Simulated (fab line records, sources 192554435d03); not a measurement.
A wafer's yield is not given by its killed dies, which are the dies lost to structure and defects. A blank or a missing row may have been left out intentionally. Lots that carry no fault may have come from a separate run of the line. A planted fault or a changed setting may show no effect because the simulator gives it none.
8D (eight disciplines) problem report, filled in by code | flow n5Finfet | the parts of the form that need people (team, actions taken, sign-off) are left out

## 1. WHAT IS WRONG
Wafers without a fault read 414 nm, standard deviation 5.5; trenchDepthNm at N5_BEOL_M13_OCD_MEAS_35 reads a mean of 308 nm on 2 wafers belonging to 2 lots. Measured from the usual mean, that is -19 standard deviations.
The first sign was on wafer L783.6 at day 16 00:20, on ocd-02. Wafers with a number at this step in the record: 19, from 7 lots. By rule, "out" or "out of limits" means more than 4 standard deviations away from the usual mean. Any other wafer with a number is counted as sound.

## 2. WHAT IT IS AND WHAT IT IS NOT
question                    | is                | is not
which readings at this step | trenchDepthNm     | -
which lots                  | L782, L783        | L764, L765, L769, L785, L786
which wafers of those lots  | L782.3, L783.6    | L782.4, L783.4
read on which gauges        | ocd-01, ocd-02    | -
when                        | from day 16 00:20 | up to then (10 sound wafers); but 7 sound wafers of L782, L785, L786 came after

## 3. THE SUSPECTS, EACH WITH WHAT RULES IT OUT
Counting: if a tool at a process step up to the reading ran every lot that is out, it stays a suspect. Sound lots after the first of them don't rule it out here, since some wafers of a struck lot are sound.
- the gauge at N5_BEOL_M13_OCD_MEAS_35 has been ruled out. Those wafers that are out were read across 2 gauges (ocd-01, ocd-02).
- rieDiel-01 at N5_BEOL_M13_TRENCH_ETCH_34 (etches SiOC in C4F8/O2/Ar, target depth 413.47 nm, time 162.6 s): kept. It processed each lot that is out (first: L783, day 16 00:09); up to then, its last sound lot is L765 (day 10 16:08).
- Within rieDiel-01 at N5_BEOL_M13_TRENCH_ETCH_34: the wafers that are out ran in chambers 1, 3; their sound lot-mates ran in chamber 0.
Remaining after the count: rieDiel-01 at N5_BEOL_M13_TRENCH_ETCH_34.

## 4. THE CAUSE (what the simulator had put in)
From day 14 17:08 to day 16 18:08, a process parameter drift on rieDiel-01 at N5_BEOL_M13_TRENCH_ETCH_34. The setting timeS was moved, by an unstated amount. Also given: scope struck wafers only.
The count eliminated every tool but this one.

## 5. SEQUENCE OF EFFECTS, ordered by route
One row per reading whose mean, taken over the struck wafers that have a number, lies over 3 standard deviations from the usual. Scope: only readings with a usual standard deviation given in the record; hours: median across lots of the time from each lot's start at the first step in this table that gives one to its start at this step; sigmas: change in usual standard deviations.
hours | step                    | reading           | usual         | on struck wafers | change  | sigmas
0     | N5_BEOL_M13_OCD_MEAS_35 | trenchDepthNm     | 414 nm        | 308              | -106    | -19
3     | N5_BEOL_M13_THK_MEAS_50 | M13_THK           | 426 nm        | 316              | -110    | -17
4     | N5_BEOL_M13_RS_MEAS_54  | M13_RS            | 0.0449 ohm/sq | 0.0609           | +0.0160 | +26
20    | N5_BEOL_M15_RC_MEAS_101 | SERP_M13          | 0.306 ohm/um  | 0.418            | +0.112  | +18
20    | N5_BEOL_M15_RC_MEAS_101 | SERP_M13_max_site | 0.310 ohm/um  | 0.424            | +0.114  | +18

## 6. WHAT WOULD HAVE CAUGHT IT SOONER
The first out-of-limits reading at a measuring or inspecting step in this record came at day 16 00:20, 31 hours after the fault's start at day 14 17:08.
An alarm limit of 4 standard deviations would not have fired on the tool readings at N5_BEOL_M13_TRENCH_ETCH_34 for which the record gives a usual standard deviation, since none of them was out on any struck wafer.
Among the 2 lots that are out, L782 began N5_BEOL_M13_TRENCH_ETCH_34 on rieDiel-01 after day 16 00:20. Putting the tool on hold at that point would have spared it.
